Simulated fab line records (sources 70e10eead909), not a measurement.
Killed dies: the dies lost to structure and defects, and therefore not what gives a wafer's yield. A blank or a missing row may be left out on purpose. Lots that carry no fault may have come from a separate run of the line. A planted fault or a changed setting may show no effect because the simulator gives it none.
Chamber matching	flow nandHarc	rieDiel-01 running NHARC_P_CONTACT_STRIP_28: 4 sister chambers
The step strips in O2. 14 wafers are shown with their chamber, then 7 later ones without.

WAFERS PAIRED WITH THEIR CHAMBERS
wafer	chamber	drypumpMotorCurrentA (A)	rfVppV (V)	oesProductAu (a.u.)
L627.1	3	5.6	56.8	0.998
L627.2	2	5.6	58.0	0.992
L627.3	0	6.1	58.5	0.999
L630.1	1	5.1	59.0	0.995
L630.2	0	6.1	58.2	1.002
L630.5	2	5.6	57.3	0.997
L631.1	3	5.7	56.4	1.000
L631.3	0	6.1	57.3	0.997
L631.6	2	5.6	57.1	0.991
L638.1	2	5.6	57.7	1.001
L638.2	0	6.1	57.9	1.004
L638.6	1	5.1	55.7	0.998
L641.1	0	6.1	58.9	0.995
L641.4	1	5.1	58.1	1.001

SIGNATURES, as means of the wafers listed above
reading	chamber 0	chamber 1	chamber 2	chamber 3	scatter within a chamber
drypumpMotorCurrentA	6.100	5.100	5.600	5.650	0.0224
rfVppV	58.160	57.600	57.525	56.600	0.887
oesProductAu	0.99940	0.99800	0.99525	0.99900	0.00371
Rule: for each reading, subtract the chamber's mean from the wafer's reading, divide by that reading's scatter and square the result; add these up over the readings and take the root, which gives the wafer's distance from the chamber. If the next closest chamber is less than 2 further off than the closest, the wafer can't be placed; otherwise it belongs to the closest. The scatter is the square root of a quotient: the sum, over the shown wafers, of each reading's squared deviation from its chamber's mean, divided by wafers minus chambers.

WAFERS MISSING THEIR CHAMBER
wafer	drypumpMotorCurrentA (A)	rfVppV (V)	oesProductAu (a.u.)
L641.5	6.1	58.3	1.001
L646.1	6.1	57.9	0.996
L646.2	5.1	58.1	1.004
L646.6	6.1	57.6	1.003
L649.1	6.1	57.5	1.007
L649.3	5.2	56.3	0.991
L649.6	5.6	57.5	0.999

EACH ONE'S CHAMBER
wafer	from the rows above	in truth
L641.5	0	0
L646.1	0	0
L646.2	1	1
L646.6	0	0
L649.1	0	0
L649.3	1	1
L649.6	can't be placed: 2 or 3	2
Correct placement for 6 of the 7. Cannot be placed on the basis of these rows: 1; the candidates contain the true chamber in 1. Number placed wrongly: 0.
